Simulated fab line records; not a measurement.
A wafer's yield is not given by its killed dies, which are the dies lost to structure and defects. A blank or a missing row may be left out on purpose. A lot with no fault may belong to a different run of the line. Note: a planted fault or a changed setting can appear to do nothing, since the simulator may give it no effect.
Split-lot experiment | flow n5Finfet | on a route of 1938 steps: 7 lots, 21 wafers read

## ABOUT THE SPLIT
At N5_BEOL_M2_PECVD_72 (deposits SiO2 from TEOS/O2, target thk 16 nm, time 18 s), the setting tempC was moved away from the recipe's 400 C on 4 of the 21 wafers read, by -2.5% to +3.4%. This setting was run at the recipe's value on the other wafers.

## FROM THE SPLIT TO THE READING: what the file shows between them, 9 steps
- N5_BEOL_M2_COAT_62: time 60 s, resist thk 12 nm (also split here: spinRpm)
- N5_BEOL_M2_COAT_73: time 60 s, resist thk 5 nm
- N5_BEOL_M2_COAT_05: resist thk 30 nm
- N5_BEOL_M2_DESCUM_16: chemistry O2, time 7 s
- N5_BEOL_M2_ETCH_74: etches underlayer in N2/H2, target depth 6.5 nm, time 5.2 s
- N5_BEOL_M2_ETCH_63: etches SiARC in CF4, target depth 15.6 nm, time 26 s
- N5_BEOL_M2_ETCH_64: etches SOC in N2/H2, target depth 75 nm, overetch 22.5 nm, time 121.9 s
- N5_BEOL_M2_STRIP_65: strips in N2/H2
- N5_BEOL_M2_STRIP_97: strips in N2/H2, time 10 s

## THE READING
SiO2_of_BEOL_M2_PECVD_72.thkNm (the simulator's own value, which no gauge read), in nm, at N5_BEOL_M2_HM_STRIP_39 (strips TiN in peroxide tin strip, target depth 25 nm, time 158 s). There is no usual value for it anywhere in the file. Here, 17 wafers ran the recipe; their average is 16.0 nm with a standard deviation of 0.26 nm.

wafer  | tool, chamber at the split | tempC as run, C | against the recipe | SiO2_of_BEOL_M2_PECVD_72.thkNm, nm | against lot-mates on the recipe
L077.1 | pecvd-04, 0                | 400             | recipe             | 15.8                               | -
L077.3 | pecvd-04, 1                | 390.2           | -2.5%              | 17.2                               | +1.3
L077.4 | pecvd-04, 0                | 400             | recipe             | 16                                 | -
L081.3 | pecvd-04, 1                | 400             | recipe             | 16.4                               | -
L081.6 | pecvd-04, 0,1              | 400             | recipe             | 16.4                               | -
L081.5 | pecvd-04, 0,1              | 400             | recipe             | 16.2                               | -
L088.1 | pecvd-02, 2                | 400             | recipe             | 15.6                               | -
L088.3 | pecvd-02, 1                | 400             | recipe             | 15.6                               | -
L088.5 | pecvd-02, 0                | 400             | recipe             | 16                                 | -
L090.1 | pecvd-03, 0                | 400             | recipe             | 16.2                               | -
L090.4 | pecvd-03, 0                | 400             | recipe             | 16.2                               | -
L090.5 | pecvd-03, 0                | 400             | recipe             | 16.4                               | -
L091.3 | pecvd-04, 2                | 392.1           | -2.0%              | 16.4                               | +0.4
L091.4 | pecvd-04, 2                | 400             | recipe             | 15.8                               | -
L091.6 | pecvd-04, 0                | 400             | recipe             | 16.2                               | -
L095.3 | pecvd-02, 1                | 400             | recipe             | 15.8                               | -
L095.6 | pecvd-02, 1                | 400             | recipe             | 15.8                               | -
L095.4 | pecvd-02, 2                | 391.5           | -2.1%              | 16.8                               | +1.0
L096.1 | pecvd-04, 2                | 400             | recipe             | 15.8                               | -
L096.4 | pecvd-04, 2                | 413.5           | +3.4%              | 14.4                               | -1.5
L096.5 | pecvd-04, 0                | 400             | recipe             | 16                                 | -
If several chambers appear in one row, that row covers several wafers at once and the file leaves open which wafer was in which chamber.

FIT RESULTS
A straight line over all 21 wafers: SiO2_of_BEOL_M2_PECVD_72.thkNm changes by -0.422 nm for each +1% of tempC; r = -0.87; the points scatter about the line by 0.27 nm.
The same after taking each lot's own level away (the mean of its wafers on the recipe; 21 wafers): -0.434 nm for each +1%; r = -0.95; scatter 0.17 nm.
On that fit, the largest move of tempC shifts the reading by 1.5 nm.
Measured against the standard deviation above, the lots' own levels, which go from 15.73 to 16.33 nm, span 2.3 times it.
Consequently the slope shifts little with the lot-to-lot level, the two slopes agreeing.
Check: for one of the wafers moved furthest among these (+3.4%), held out of the fit, the line's prediction against its lot-mates is -1.44 nm. It came out at -1.5 nm against them.

## OTHER SPLITS APPLIED TO THESE WAFERS
Before the reading, these wafers also passed through other splits. Each is held against what the fit with the lots' levels taken away leaves over:
other split on the same wafers   | wafers away from the commonest value | r with SiO2_of_BEOL_M2_PECVD_72.thkNm (lot level and that fit taken away)
N5_BEOL_M0_CUTY_EXPOSE_54 doseMj | 6                                    | +0.16
N5_BEOL_M0_CUTY_DESCUM_61 timeS  | 8                                    | -0.37
N5_BEOL_M2_COAT_62 spinRpm       | 11                                   | -0.03

## THE WHOLE CHAIN: every reading that the file lists as answering this split, in the file's order
step                   | what it does                                                     | reading                                                                         | change (the file's fit)               | r (the file's)
N5_BEOL_M2_PECVD_72    | deposits SiO2 from TEOS/O2, target thk 16 nm, time 18 s          | SiO2_of_BEOL_M2_PECVD_72.thkNm (the simulator's own value, which no gauge read) | -0.422 nm for each +1% of the setting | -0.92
N5_BEOL_M2_HM_STRIP_39 | strips TiN in peroxide tin strip, target depth 25 nm, time 158 s | SiO2_of_BEOL_M2_PECVD_72.thkNm (the simulator's own value, which no gauge read) | -0.432 nm for each +1% of the setting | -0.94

## FILE'S OWN FIT
SiO2_of_BEOL_M2_PECVD_72.thkNm changes by -0.432 nm for each +1% of tempC, r = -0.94.
